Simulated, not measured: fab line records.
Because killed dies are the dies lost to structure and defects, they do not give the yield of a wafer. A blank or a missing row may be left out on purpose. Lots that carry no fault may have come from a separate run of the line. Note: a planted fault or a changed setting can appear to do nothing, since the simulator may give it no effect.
Matching of chambers    flow n5-finfet    rie-diel-02 running N5_BEOL_M0_SAQP_ETCH_101: 4 sister chambers
The step etches SiNx in CH3F/O2, target depth 29.9 nm, time 42.7 s. 8 wafers are shown with their chamber, then 7 later ones without.

== WAFERS WITH THEIR CHAMBER ==
wafer   chamber  showerhead-plenum-p-Torr (Torr)  throttle-valve-pct (%)
L081.2  2        1.92                             16.41
L081.6  3        2.06                             16.37
L083.5  1        2.03                             15.94
L083.6  2        1.91                             16.45
L086.4  0        2.06                             16.43
L086.6  1        2.03                             15.95
L089.1  0        2.05                             16.46
L089.3  3        2.06                             16.39

== WAFERS WHOSE CHAMBER IS MISSING ==
wafer   showerhead-plenum-p-Torr (Torr)  throttle-valve-pct (%)
L089.6  2.05                             16.45
L095.1  2.05                             16.47
L095.2  2.16                             16.05
L095.3  2.05                             16.42
L096.3  2.16                             16.04
L096.5  2.05                             16.46
L096.6  2.02                             15.99

== WHICH CHAMBER EACH WENT THROUGH ==
wafer   from the rows above      in truth
L089.6  0                        0
L095.1  0                        0
L095.2  can't be placed: 3 or 1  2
L095.3  can't be placed: 0 or 3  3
L096.3  can't be placed: 1 or 3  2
L096.5  0                        0
L096.6  1                        1
Placed correctly: 4 of 7. These rows do not allow placing 3 (true chamber among the candidates in 1). Placed wrongly: 0.
How it was worked out, from the rows above alone: a wafer's distance from a chamber is the root of the sum, over the readings, of the square of ((its reading less the chamber's mean) divided by the reading's scatter). If the next closest chamber is less than 2 further off than the closest, the wafer can't be placed; otherwise it belongs to the closest. The mean given for a chamber averages the wafers shown for that chamber. How the scatter is found: for the shown wafers, subtract from each reading the mean of its chamber, square and add these, divide the total by (wafers less chambers), then take the root.
